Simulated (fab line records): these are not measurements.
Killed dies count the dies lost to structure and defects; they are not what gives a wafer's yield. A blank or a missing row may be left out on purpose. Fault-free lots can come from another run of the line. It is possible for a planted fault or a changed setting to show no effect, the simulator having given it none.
fab line records	flow n5Finfet
[record] lots = 7	wafers = 21
route steps=1938 shown BEOL_M7@1293 BEOL_M8@1362 BEOL_M9@1431 BEOL_M10@1500
startH: the number of hours between the record's first day and the start of the first shown wafer of the lot	waitH: time in hours since the lot's previous step	" the same as in the row above	L1.1+2: several wafers, shown together as one row	- no value present, or no start provided	* or withheld: withheld	< > ~ a bound
route shown NAME@n: names a module that has steps shown in the file, with the first one's number in the route	usual: mean and standard deviation over wafers with no fault	same: alike in all rows	chamber/n: place in a boat	sites: each site's reading	_std_site: the standard deviation of these	_edge_site: outer sites' mean less inner sites'	radiusMm: how far each site lies from the wafer's centre	mask NAME#n: copy n	behind: the most recent tool/chamber to have shaped the wafer	hold: the reason the lot was held/the length of the hold in hours/how it ended	device: names the non-switching transistor (n, p or np)	end of line: tests run on the same wafers once the route is complete	a step with no rows: only its recipe	killed: dies that structure and defects cost at the first sort, which is not the same as the wafer's yield	map: a wafer's dies, marking killed ones x, the rest . and places with no die _
set.NAME: the setting that was run; set.NAME@STEP: the one run at that earlier step	model.NAME: the simulator's own value behind a step, which no gauge read
lots run with intentionally changed settings; tables by step, rows by wafer
[[steps]]
[step N5_BEOL_M7_EXPOSE_25]
[recipe] maskId = V6	na = 0.33	sourceShape = annular	sigmaInner = 0.4	sigmaOuter = 0.8	polarization = unpolarized	targetCdNm = 40	doseMj = 42.5
lot.wafer	tool	chamber	startH	waitH	mask	set.doseMj
L075.2+3	euvScanner-02	0	203.84	-	V6#0	40.41
L075.5	"	0	"	"	V6#0	42.5
L085.1+4+6	euvScanner-01	0	281.40	-	V6#0	42.5
L084.3+5	euvScanner-02	0	292.12	-	V6#0	45.19
L084.6	"	0	"	"	V6#0	42.5
L090.3+4+5	euvScanner-02	0	329.40	-	V6#0	42.5
L096.2	euvScanner-02	0	339.07	-	V6#0	43.53
L096.3+5	"	0	"	"	V6#0	42.5
L093.3+5	euvScanner-01	0	339.25	-	V6#0	44.83
L093.4	"	0	"	"	V6#0	42.5
L092.1+4	euvScanner-01	0	341.52	-	V6#0	44.51
L092.3	"	0	"	"	V6#0	42.5
[step N5_BEOL_M7_PEB_26]
[recipe] pebTempC = 100	pebTimeS = 60	resist = CAR-EUV
[step N5_BEOL_M7_DEVELOP_27]
[recipe] developTimeS = 30	developer = TMAH	resist = CAR-EUV	rinseLiquid = surfactantRinse	dry = airSpin	devTempC = 23
[step N5_BEOL_M7_CD_MEAS_28]
[recipe] targetCdNm = 40	landingEnergyEv = 500	detector = seInlens
[usual] cdNm = 40.09/0.21
lot.wafer	tool	chamber	startH	waitH	set.doseMj@BEOL_M7_EXPOSE_25	cdNm
L075.2	cdSem-01	0	203.97	-	40.41	39.05
L075.3	"	0	"	"	40.41	39.03
L075.5	"	0	"	"	42.5	40.25
L085.1	cdSem-02	0	281.54	-	42.5	39.95
L085.4	"	0	"	"	42.5	40.15
L085.6	"	0	"	"	42.5	40.00
L084.3	cdSem-01	0	292.25	-	45.19	41.80
L084.5	"	0	"	"	45.19	41.65
L084.6	"	0	"	"	42.5	39.85
L090.3	cdSem-03	0	329.52	-	42.5	39.54
L090.4	"	0	"	"	42.5	40.24
L090.5	"	0	"	"	42.5	40.07
L096.2	cdSem-01	0	339.20	-	43.53	40.84
L096.3	"	0	"	"	42.5	40.40
L096.5	"	0	"	"	42.5	40.00
L093.3	cdSem-01	0	339.37	-	44.83	40.87
L093.4	"	0	"	"	42.5	40.13
L093.5	"	0	"	"	44.83	41.21
L092.1	cdSem-01	0	341.65	-	44.51	41.25
L092.3	"	0	"	"	42.5	40.02
L092.4	"	0	"	"	44.51	40.82
[step N5_BEOL_M7_DESCUM_33]
[recipe] chemistry = O2	timeS = 7	sourcePowerW = 50	biasPowerW = 20	pressureMtorr = 20	rfFrequencyHz = 2.712e+07	tempC = 40	resist = CAR-EUV	o2FlowSccm = 225
lot.wafer	tool	chamber	startH	waitH	set.timeS	set.doseMj@BEOL_M7_EXPOSE_25	model.BEOL_M7.cdNm
L075.2	rieDiel-01	2	204.11	0.1	7	40.41	39
L075.3	"	2	"	"	7	40.41	39.2
L075.5	"	2	"	"	7	42.5	40.2
L085.1+6	rieDiel-03	2,0	281.98	0.4	7	42.5	40.4
L085.4	"	1	"	"	7	42.5	40.2
L084.3+5	rieDiel-01	1,3	292.54	0.2	7	45.19	41.2
L084.6	"	2	"	"	7	42.5	40
L090.3	rieDiel-04	2	329.64	0.0	7	42.5	40
L090.4+5	"	0	"	"	7	42.5	40.2
L096.2	rieDiel-01	1	339.32	0.0	7	43.53	40.8
L096.3	"	0	"	"	7	42.5	40.4
L096.5	"	0	"	"	7	42.5	40.2
L093.3	rieDiel-01	0	340.13	0.7	7.986	44.83	41.4
L093.4	"	1	"	"	7	42.5	40
L093.5	"	3	"	"	7	44.83	41.2
L092.1	rieDiel-01	2	341.98	0.2	7	44.51	41
L092.3	"	0	"	"	7	42.5	40.2
L092.4	"	3	"	"	6.283	44.51	40.8
[step N5_BEOL_M7_ETCH_72]
[recipe] chemistry = N2/H2	target = underlayer	targetDepthA = 65	maskMaterial = CAR-EUV	timeS = 5.2	ionEnergyEv = 200	pressureMtorr = 30	sourceW = 840	biasW = 150	n2FlowSccm = 200	h2FlowSccm = 200	ends = cleared
lot.wafer	tool	chamber	startH	waitH	set.doseMj@BEOL_M7_EXPOSE_25	set.timeS@BEOL_M7_DESCUM_33	model.BEOL_M7.cdNm	model.CAR-EUV_of_BEOL_M7_COAT_22.thkNm
L075.2	rieDiel-01	2	204.20	0.1	40.41	7	39.2	20.6
L075.3	"	2	"	"	40.41	7	39.4	20.6
L075.5	"	2	"	"	42.5	7	40.2	20.4
L085.1	rieDiel-03	2	282.02	0.0	42.5	7	40.2	20.2
L085.4	"	1	"	"	42.5	7	40	20.2
L085.6	"	0	"	"	42.5	7	40.4	20.4
L084.3+5	rieDiel-01	1,3	292.57	0.0	45.19	7	41.2	20.4
L084.6	"	2	"	"	42.5	7	40.2	20.4
L090.3	rieDiel-04	2	329.67	0.0	42.5	7	40	20.6
L090.4+5	"	0	"	"	42.5	7	40.2	20.4
L096.2	rieDiel-01	1	339.35	0.0	43.53	7	40.8	20.6
L096.3	"	0	"	"	42.5	7	40.4	20.6
L096.5	"	0	"	"	42.5	7	40.2	20.4
L093.3	rieDiel-01	0	340.16	0.0	44.83	7.986	41.4	20
L093.4	"	1	"	"	42.5	7	40	20.6
L093.5	"	3	"	"	44.83	7	41.2	20.6
L092.1	rieDiel-01	2	342.02	0.0	44.51	7	41.2	20.4
L092.3	"	0	"	"	42.5	7	40.2	20.4
L092.4	"	3	"	"	44.51	6.283	40.8	20.8
[step N5_BEOL_M7_ETCH_65]
[recipe] chemistry = CF4	target = SiARC	targetDepthA = 156	maskMaterial = CAR-EUV	timeS = 26	ionEnergyEv = 80	pressureMtorr = 40	sourceW = 545	biasW = 36	Ar_flow_sccm = 100	cf4FlowSccm = 100	ends = cleared
lot.wafer	tool	chamber	startH	waitH	set.doseMj@BEOL_M7_EXPOSE_25	model.BEOL_M7.cdNm
L075.2	rieDiel-01	2	204.26	0.0	40.41	39
L075.3	"	2	"	"	40.41	39.2
L075.5	"	2	"	"	42.5	40.2
L085.1+6	rieDiel-03	2,0	282.03	0.0	42.5	40.2
L085.4	"	1	"	"	42.5	40
L084.3	rieDiel-01	1	292.59	0.0	45.19	41.4
L084.5	"	3	"	"	45.19	41
L084.6	"	2	"	"	42.5	40
L090.3+4+5	rieDiel-04	2,0,0	329.69	0.0	42.5	40
L096.2	rieDiel-01	1	339.37	0.0	43.53	40.8
L096.3	"	0	"	"	42.5	40.4
L096.5	"	0	"	"	42.5	40.2
L093.3	rieDiel-01	0	340.18	0.0	44.83	41.4
L093.4	"	1	"	"	42.5	40.2
L093.5	"	3	"	"	44.83	41
L092.1	rieDiel-01	2	342.03	0.0	44.51	41.2
L092.3	"	0	"	"	42.5	40.4
L092.4	"	3	"	"	44.51	40.8
[step N5_BEOL_M7_ETCH_66]
[recipe] chemistry = N2/H2	target = SOC	targetDepthA = 800	overetchA = 160	maskMaterial = SiARC	tempC = 40	timeS = 120	ionEnergyEv = 200	pressureMtorr = 30	sourceW = 840	biasW = 150	n2FlowSccm = 200	h2FlowSccm = 200
lot.wafer	tool	chamber	startH	waitH	set.doseMj@BEOL_M7_EXPOSE_25	model.BEOL_M7.cdNm
L075.2	rieDiel-01	2	204.37	0.1	40.41	39.2
L075.3	"	2	"	"	40.41	39.4
L075.5	"	2	"	"	42.5	40.2
L085.1	rieDiel-03	2	282.06	0.0	42.5	40.4
L085.4+6	"	1,0	"	"	42.5	40.2
L084.3	rieDiel-01	1	292.62	0.0	45.19	41.2
L084.5	"	3	"	"	45.19	41
L084.6	"	2	"	"	42.5	40.2
L090.3	rieDiel-04	2	329.72	0.0	42.5	39.6
L090.4+5	"	0	"	"	42.5	39.8
L096.2	rieDiel-01	1	339.40	0.0	43.53	41
L096.3	"	0	"	"	42.5	40.8
L096.5	"	0	"	"	42.5	40.6
L093.3	rieDiel-01	0	340.21	0.0	44.83	41.6
L093.4	"	1	"	"	42.5	40
L093.5	"	3	"	"	44.83	41
L092.1	rieDiel-01	2	342.06	0.0	44.51	41.2
L092.3	"	0	"	"	42.5	40.4
L092.4	"	3	"	"	44.51	40.6
[step N5_BEOL_M8_EXPOSE_25]
[recipe] maskId = V7	na = 0.33	sourceShape = annular	sigmaInner = 0.4	sigmaOuter = 0.8	polarization = unpolarized	targetCdNm = 40	doseMj = 42.5
lot.wafer	tool	chamber	startH	waitH	mask	set.doseMj
L075.2+3+5	euvScanner-01	0	214.84	-	V7#0	42.5
L085.1+6	euvScanner-01	0	289.98	-	V7#0	43.96
L085.4	"	0	"	"	V7#0	42.5
L084.3	euvScanner-01	0	301.85	-	V7#0	42.5
L084.5+6	"	0	"	"	V7#0	43.42
L090.3+4+5	euvScanner-02	0	339.20	-	V7#0	42.5
L096.2+5	euvScanner-02	0	345.92	-	V7#0	42.5
L096.3	"	0	"	"	V7#0	39.6
L092.1+3+4	euvScanner-02	0	350.68	-	V7#0	42.5
L093.3+4	euvScanner-01	0	351.78	-	V7#0	42.5
L093.5	"	0	"	"	V7#0	44.74
[step N5_BEOL_M8_PEB_26]
[recipe] pebTempC = 100	pebTimeS = 60	resist = CAR-EUV
[step N5_BEOL_M8_DEVELOP_27]
[recipe] developTimeS = 30	developer = TMAH	resist = CAR-EUV	rinseLiquid = surfactantRinse	dry = airSpin	devTempC = 23
[step N5_BEOL_M8_CD_MEAS_28]
[recipe] targetCdNm = 40	landingEnergyEv = 500	detector = seInlens
[usual] cdNm = 40.01/0.26
lot.wafer	tool	chamber	startH	waitH	set.doseMj@BEOL_M8_EXPOSE_25	cdNm
L075.2	cdSem-01	0	214.97	-	42.5	40.07
L075.3	"	0	"	"	42.5	40.21
L075.5	"	0	"	"	42.5	40.06
L085.1	cdSem-02	0	290.11	-	43.96	40.56
L085.4	"	0	"	"	42.5	40.20
L085.6	"	0	"	"	43.96	40.17
L084.3	cdSem-02	0	301.97	-	42.5	39.93
L084.5	"	0	"	"	43.42	40.63
L084.6	"	0	"	"	43.42	40.40
L090.3	cdSem-01	0	339.32	-	42.5	40.12
L090.4	"	0	"	"	42.5	40.50
L090.5	"	0	"	"	42.5	39.92
L096.2	cdSem-02	0	346.04	-	42.5	40.23
L096.3	"	0	"	"	39.6	38.62
L096.5	"	0	"	"	42.5	39.98
L092.1	cdSem-03	0	350.81	-	42.5	40.05
L092.3	"	0	"	"	42.5	40.01
L092.4	"	0	"	"	42.5	39.76
L093.3	cdSem-02	0	351.90	-	42.5	40.03
L093.4	"	0	"	"	42.5	40.37
L093.5	"	0	"	"	44.74	41.11
[step N5_BEOL_M8_DESCUM_33]
[recipe] chemistry = O2	timeS = 7	sourcePowerW = 50	biasPowerW = 20	pressureMtorr = 20	rfFrequencyHz = 2.712e+07	tempC = 40	resist = CAR-EUV	o2FlowSccm = 225
lot.wafer	tool	chamber	startH	waitH	set.doseMj@BEOL_M8_EXPOSE_25	model.BEOL_M8.cdNm
L075.2+5	rieDiel-05	1,2	215.18	0.1	42.5	40
L075.3	"	2	"	"	42.5	39.8
L085.1	rieDiel-05	2	290.23	0.0	43.96	40.6
L085.4	"	3	"	"	42.5	40
L085.6	"	2	"	"	43.96	40.4
L084.3	rieDiel-02	3	302.09	0.0	42.5	39.8
L084.5+6	"	1,2	"	"	43.42	40.4
L090.3	rieDiel-05	3	339.86	0.5	42.5	40.2
L090.4	"	2	"	"	42.5	40
L090.5	"	0	"	"	42.5	39.8
L096.2+5	rieDiel-02	3	346.16	0.0	42.5	39.6
L096.3	"	2	"	"	39.6	38.2
L092.1+4	rieDiel-06	1,3	351.01	0.1	42.5	40.2
L092.3	"	2	"	"	42.5	40
L093.3	rieDiel-06	3	352.11	0.1	42.5	40
L093.4	"	0	"	"	42.5	39.8
L093.5	"	2	"	"	44.74	41
[step N5_BEOL_M8_ETCH_72]
[recipe] chemistry = N2/H2	target = underlayer	targetDepthA = 65	maskMaterial = CAR-EUV	timeS = 5.2	ionEnergyEv = 200	pressureMtorr = 30	sourceW = 840	biasW = 150	n2FlowSccm = 200	h2FlowSccm = 200	ends = cleared
lot.wafer	tool	chamber	startH	waitH	set.doseMj@BEOL_M8_EXPOSE_25	model.BEOL_M8.cdNm
L075.2	rieDiel-05	1	215.21	0.0	42.5	40.2
L075.3	"	2	"	"	42.5	39.8
L075.5	"	2	"	"	42.5	40
L085.1	rieDiel-05	2	290.27	0.0	43.96	40.6
L085.4	"	3	"	"	42.5	40.2
L085.6	"	2	"	"	43.96	40.4
L084.3	rieDiel-02	3	302.12	0.0	42.5	39.8
L084.5	"	1	"	"	43.42	40.4
L084.6	"	2	"	"	43.42	40.2
L090.3	rieDiel-05	3	339.90	0.0	42.5	40.2
L090.4+5	"	2,0	"	"	42.5	39.8
L096.2+5	rieDiel-02	3	346.20	0.0	42.5	39.8
L096.3	"	2	"	"	39.6	38.2
L092.1+4	rieDiel-06	1,3	351.04	0.0	42.5	40.2
L092.3	"	2	"	"	42.5	40
L093.3	rieDiel-06	3	352.14	0.0	42.5	40
L093.4	"	0	"	"	42.5	39.8
L093.5	"	2	"	"	44.74	41
[step N5_BEOL_M8_ETCH_65]
[recipe] chemistry = CF4	target = SiARC	targetDepthA = 156	maskMaterial = CAR-EUV	timeS = 26	ionEnergyEv = 80	pressureMtorr = 40	sourceW = 545	biasW = 36	Ar_flow_sccm = 100	cf4FlowSccm = 100	ends = cleared
[usual] rfVppV = 184.0/1.2
lot.wafer	tool	chamber	startH	waitH	set.sourceW	rfVppV
L075.2	rieDiel-05	1	215.23	0.0	494.2	189.7
L075.3	"	2	"	"	545	184.6
L075.5	"	2	"	"	494.2	191.2
L085.1	rieDiel-05	2	290.28	0.0	545	185.3
L085.4	"	3	"	"	518	187.7
L085.6	"	2	"	"	545	183.4
L084.3	rieDiel-02	3	302.14	0.0	545	184.2
L084.5	"	1	"	"	545	187.4
L084.6	"	2	"	"	545	183.6
L090.3	rieDiel-05	3	339.91	0.0	545	184.6
L090.4	"	2	"	"	545	184.8
L090.5	"	0	"	"	545	181.7
L096.2	rieDiel-02	3	346.22	0.0	517.9	186.7
L096.3	"	2	"	"	517.9	187.6
L096.5	"	3	"	"	545	184.3
L092.1	rieDiel-06	1	351.06	0.0	517.5	185.2
L092.3	"	2	"	"	545	185.3
L092.4	"	3	"	"	517.5	187.3
L093.3	rieDiel-06	3	352.16	0.0	619	173.9
L093.4	"	0	"	"	545	185.0
L093.5	"	2	"	"	545	184.4
[step N5_BEOL_M9_EXPOSE_25]
[recipe] maskId = V8	na = 0.33	sourceShape = annular	sigmaInner = 0.4	sigmaOuter = 0.8	polarization = unpolarized	doseMj = 37.25
lot.wafer	tool	chamber	startH	waitH	mask	set.doseMj
L075.2+5	euvScanner-02	0	222.31	-	V8#0	34.96
L075.3	"	0	"	"	V8#0	37.25
L085.1+4+6	euvScanner-02	0	297.50	-	V8#0	39.03
L084.3+5+6	euvScanner-02	0	311.98	-	V8#0	37.25
L090.3+4+5	euvScanner-01	0	350.59	-	V8#0	37.25
L096.2+3+5	euvScanner-01	0	356.50	-	V8#0	37.25
L093.3	euvScanner-02	0	358.66	-	V8#0	34.94
L093.4+5	"	0	"	"	V8#0	37.25
L092.1+3	euvScanner-02	0	358.68	-	V8#0	39.45
L092.4	"	0	"	"	V8#0	37.25
[step N5_BEOL_M9_PEB_26]
[recipe] pebTempC = 100	pebTimeS = 60	resist = CAR-EUV
[step N5_BEOL_M9_DEVELOP_27]
[recipe] developTimeS = 30	developer = TMAH	resist = CAR-EUV	rinseLiquid = surfactantRinse	dry = airSpin	devTempC = 23
[step N5_BEOL_M9_CD_MEAS_28]
[recipe] targetCdNm = 70	landingEnergyEv = 500	detector = seInlens	polarity = opening
[usual] cdNm = 70.11/0.3
lot.wafer	tool	chamber	startH	waitH	set.doseMj@BEOL_M9_EXPOSE_25	cdNm
L075.2	cdSem-01	0	222.43	-	34.96	68.59
L075.3	"	0	"	"	37.25	70.35
L075.5	"	0	"	"	34.96	68.40
L085.1	cdSem-01	0	297.63	-	39.03	70.89
L085.4	"	0	"	"	39.03	71.23
L085.6	"	0	"	"	39.03	71.38
L084.3	cdSem-01	0	312.10	-	37.25	70.44
L084.5	"	0	"	"	37.25	70.63
L084.6	"	0	"	"	37.25	70.23
L090.3	cdSem-03	0	350.71	-	37.25	70.26
L090.4	"	0	"	"	37.25	70.49
L090.5	"	0	"	"	37.25	69.68
L096.2	cdSem-03	0	356.63	-	37.25	70.22
L096.3	"	0	"	"	37.25	70.13
L096.5	"	0	"	"	37.25	69.55
L093.3	cdSem-03	0	358.78	-	34.94	68.58
L093.4	"	0	"	"	37.25	70.17
L093.5	"	0	"	"	37.25	70.06
L092.1	cdSem-01	0	358.81	-	39.45	71.03
L092.3	"	0	"	"	39.45	71.26
L092.4	"	0	"	"	37.25	69.52
[step N5_BEOL_M9_ETCH_66]
[recipe] chemistry = N2/H2	target = SOC	targetDepthA = 800	overetchA = 160	maskMaterial = SiARC	tempC = 40	timeS = 120	ionEnergyEv = 200	pressureMtorr = 30	sourceW = 840	biasW = 150	n2FlowSccm = 200	h2FlowSccm = 200
[usual] rfVppV = 523.2/2.1
lot.wafer	tool	chamber	startH	waitH	set.biasW	rfVppV	model.SiARC_of_BEOL_M9_COAT_64.thkNm
L075.2	rieDiel-01	0	222.96	0.0	139.9	500.9	6.8
L075.3	"	2	"	"	139.9	500.1	7
L075.5	"	3	"	"	139.9	500.1	7
L085.1	rieDiel-01	2	297.83	0.0	150	523.6	6.6
L085.4	"	1	"	"	150	520.0	6.6
L085.6	"	0	"	"	150	523.7	6.4
L084.3	rieDiel-04	3	312.30	0.0	161.4	545.5	5.8
L084.5	"	1	"	"	161.4	551.3	5.8
L084.6	"	2	"	"	150	522.1	6.6
L090.3	rieDiel-01	0	351.19	0.0	150	522.4	6.4
L090.4	"	1	"	"	150	519.0	6.6
L090.5	"	0	"	"	150	523.6	6.2
L096.2	rieDiel-01	1	356.83	0.0	123.1	458.5	8
L096.3	"	0	"	"	150	523.4	6.4
L096.5	"	2	"	"	150	521.9	6.6
L093.3	rieDiel-03	3	358.97	0.0	123.7	462.9	7.8
L093.4	"	1	"	"	150	524.3	6.6
L093.5	"	0	"	"	123.7	464.3	8
L092.1	rieDiel-04	3	359.02	0.0	132.7	483.9	7.2
L092.3	"	0	"	"	150	524.8	6.6
L092.4	"	1	"	"	150	525.2	6.2
[step N5_BEOL_M10_PEB_26]
[recipe] pebTempC = withheld	pebTimeS = 60	resist = CAR-ArF
lot.wafer	tool	chamber	startH	waitH	set.pebTimeS
L075.2+3	lithoTrack-03	0	231.62	0.1	60
L075.5	"	0	"	"	69.18
L085.1+4+6	lithoTrack-04	0	303.72	0.1	60
L084.3+6	lithoTrack-04	0	318.63	0.0	60
L084.5	"	0	"	"	53.13
L090.3+4+5	lithoTrack-03	0	358.76	0.0	60
L096.2+3+5	lithoTrack-03	0	366.10	0.1	60
L092.1+4	lithoTrack-04	0	366.45	0.1	60
L092.3	"	0	"	"	66.73
L093.3+4+5	lithoTrack-05	0	367.39	0.0	60
[step N5_BEOL_M10_DEVELOP_27]
[recipe] developTimeS = 30	developer = TMAH	resist = CAR-ArF	rinseLiquid = diw	dry = airSpin	devTempC = 23
[step N5_BEOL_M10_CD_MEAS_28]
[recipe] targetCdNm = 70	landingEnergyEv = 500	detector = seInlens	polarity = opening
[usual] cdNm = 69.9/1
lot.wafer	tool	chamber	startH	waitH	set.pebTimeS@BEOL_M10_PEB_26	cdNm
L075.2	cdSem-03	0	231.69	-	60	68.9
L075.3	"	0	"	"	60	68.3
L075.5	"	0	"	"	69.18	74.0
L085.1	cdSem-01	0	303.79	-	60	70.8
L085.4	"	0	"	"	60	70.7
L085.6	"	0	"	"	60	70.7
L084.3	cdSem-03	0	318.70	-	60	70.8
L084.5	"	0	"	"	53.13	65.2
L084.6	"	0	"	"	60	69.8
L090.3	cdSem-02	0	358.83	-	60	68.9
L090.4	"	0	"	"	60	68.3
L090.5	"	0	"	"	60	68.7
L096.2	cdSem-03	0	366.17	-	60	68.7
L096.3	"	0	"	"	60	68.5
L096.5	"	0	"	"	60	70.0
L092.1	cdSem-03	0	366.52	-	60	70.5
L092.3	"	0	"	"	66.73	73.8
L092.4	"	0	"	"	60	69.1
L093.3	cdSem-01	0	367.46	-	60	69.8
L093.4	"	0	"	"	60	68.4
L093.5	"	0	"	"	60	68.6
[step N5_BEOL_M10_DEP_56]
[recipe] material = SiCN	targetThkA = 150	tempC = withheld	precursor = 3MS/NH3	pressureTorr = 3	rfW = 202	timeS = 26.5
lot.wafer	tool	chamber	startH	waitH	set.timeS	model.SiCN_of_BEOL_M10_DEP_56.thkNm
L075.2	pecvd-02	2	234.54	0.0	24.56	13.4
L075.3	"	0	"	"	24.56	13.8
L075.5	"	2	"	"	26.5	14.8
L085.1	pecvd-02	0	308.43	0.0	26.5	14.6
L085.4	"	1	"	"	29.41	16.6
L085.6	"	2	"	"	29.41	16.4
L084.3	pecvd-03	0	323.52	0.0	29.43	16.4
L084.5+6	"	2,1	"	"	29.43	17
L090.3	pecvd-03	2	363.89	0.0	26.5	14.6
L090.4+5	"	0,1	"	"	26.5	15.2
L096.2	pecvd-01	1	370.30	0.0	26.5	15.2
L096.3	"	2	"	"	26.5	15
L096.5	"	0	"	"	29.61	17
L092.1	pecvd-01	1	370.82	0.0	26.5	15
L092.3+4	"	0	"	"	29.13	16.4
L093.3	pecvd-03	2	371.56	0.0	25.22	14
L093.4+5	"	1,0	"	"	25.22	14.2
[[key]]
[split] step = N5_BEOL_M7_EXPOSE_25	setting = doseMj	stated = 42.5	by = wafer
[response] step = N5_BEOL_M7_CD_MEAS_28	reading = cdNm	change = +0.238	per = 1%	r = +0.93
[response] step = N5_BEOL_M7_DESCUM_33	reading = model.BEOL_M7.cdNm	change = +0.201	per = 1%	r = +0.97
[response] step = N5_BEOL_M7_ETCH_72	reading = model.BEOL_M7.cdNm	change = +0.187	per = 1%	r = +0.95
[response] step = N5_BEOL_M7_ETCH_65	reading = model.BEOL_M7.cdNm	change = +0.184	per = 1%	r = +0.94
[response] step = N5_BEOL_M7_ETCH_66	reading = model.BEOL_M7.cdNm	change = +0.166	per = 1%	r = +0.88
[split] step = N5_BEOL_M7_DESCUM_33	setting = timeS	stated = 7	by = wafer
[response] step = N5_BEOL_M7_ETCH_72	reading = model.CAR-EUV_of_BEOL_M7_COAT_22.thkNm	change = -0.0414	per = 1%	r = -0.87
[split] step = N5_BEOL_M8_EXPOSE_25	setting = doseMj	stated = 42.5	by = wafer
[response] step = N5_BEOL_M8_CD_MEAS_28	reading = cdNm	change = +0.184	per = 1%	r = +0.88
[response] step = N5_BEOL_M8_DESCUM_33	reading = model.BEOL_M8.cdNm	change = +0.202	per = 1%	r = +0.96
[response] step = N5_BEOL_M8_ETCH_72	reading = model.BEOL_M8.cdNm	change = +0.207	per = 1%	r = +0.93
[split] step = N5_BEOL_M8_ETCH_65	setting = sourceW	stated = 545	by = wafer
[response] step = N5_BEOL_M8_ETCH_65	reading = rfVppV	change = -0.681	per = 1%	r = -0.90
[split] step = N5_BEOL_M9_EXPOSE_25	setting = doseMj	stated = 37.25	by = wafer
[response] step = N5_BEOL_M9_CD_MEAS_28	reading = cdNm	change = +0.275	per = 1%	r = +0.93
[split] step = N5_BEOL_M9_ETCH_66	setting = biasW	stated = 150	by = wafer
[response] step = N5_BEOL_M9_ETCH_66	reading = rfVppV	change = +3.52	per = 1%	r = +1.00
[response] step = N5_BEOL_M9_ETCH_66	reading = model.SiARC_of_BEOL_M9_COAT_64.thkNm	change = -0.0793	per = 1%	r = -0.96
[split] step = N5_BEOL_M10_PEB_26	setting = pebTimeS	stated = 60	by = wafer
[response] step = N5_BEOL_M10_CD_MEAS_28	reading = cdNm	change = +0.376	per = 1%	r = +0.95
[split] step = N5_BEOL_M10_DEP_56	setting = timeS	stated = 26.5	by = wafer
[response] step = N5_BEOL_M10_DEP_56	reading = model.SiCN_of_BEOL_M10_DEP_56.thkNm	change = +0.16	per = 1%	r = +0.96
